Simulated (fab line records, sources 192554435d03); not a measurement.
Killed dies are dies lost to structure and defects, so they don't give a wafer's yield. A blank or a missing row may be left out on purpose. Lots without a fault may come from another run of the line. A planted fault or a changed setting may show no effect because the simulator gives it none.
Chamber matching | flow n5_finfet | N5_BEOL_M5_CURE_80 on uv_cure-03: 3 sister chambers
The step cures SiCOH lowk, time 120 s. 6 wafers are shown with their chamber, then 8 later ones without.

WAFERS WITH THEIR CHAMBER
wafer  | chamber | wafer_temp_C_max | lamp_power_pct (%)
L085.5 | 2       | 372.1            | 52.34
L088.3 | 0       | 371.2            | 52.39
L088.4 | 0       | 371.2            | 52.34
L089.2 | 1       | 371.3            | 52.34
L089.6 | 1       | 371.2            | 52.32
L091.4 | 2       | 372.6            | 52.39

WAFERS WITHOUT THEIR CHAMBER
wafer  | wafer_temp_C_max | lamp_power_pct (%)
L091.5 | 373.0            | 52.30
L091.6 | 373.6            | 52.37
L093.1 | 372.7            | 52.25
L093.2 | 372.0            | 52.38
L093.5 | 372.7            | 52.34
L094.1 | 371.4            | 52.25
L094.3 | 371.7            | 52.25
L094.5 | 371.3            | 52.34

WHICH CHAMBER EACH WENT THROUGH
wafer  | from the rows above          | in truth
L091.5 | 2                            | 2
L091.6 | 2                            | 2
L093.1 | 2                            | 2
L093.2 | 2                            | 2
L093.5 | 2                            | 2
L094.1 | can't be placed: 1 or 0      | 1
L094.3 | can't be placed: 1 or 0 or 2 | 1
L094.5 | can't be placed: 1 or 0      | 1
Placed correctly: 5 of 8. Can't be placed from these rows: 3 (the true chamber is among the candidates in 3). Placed wrongly: 0.
How it was worked out, from the rows above alone: a wafer's distance from a chamber is the root of the sum, over the readings, of the square of ((its reading less the chamber's mean) divided by the reading's scatter). The wafer belongs to the nearest chamber; if the next one is less than 2 further off, it can't be placed. A chamber's mean is the mean of its shown wafers. The scatter: the root of (the sum of the squares of (reading less its chamber's mean) over the shown wafers, divided by (wafers less chambers)).
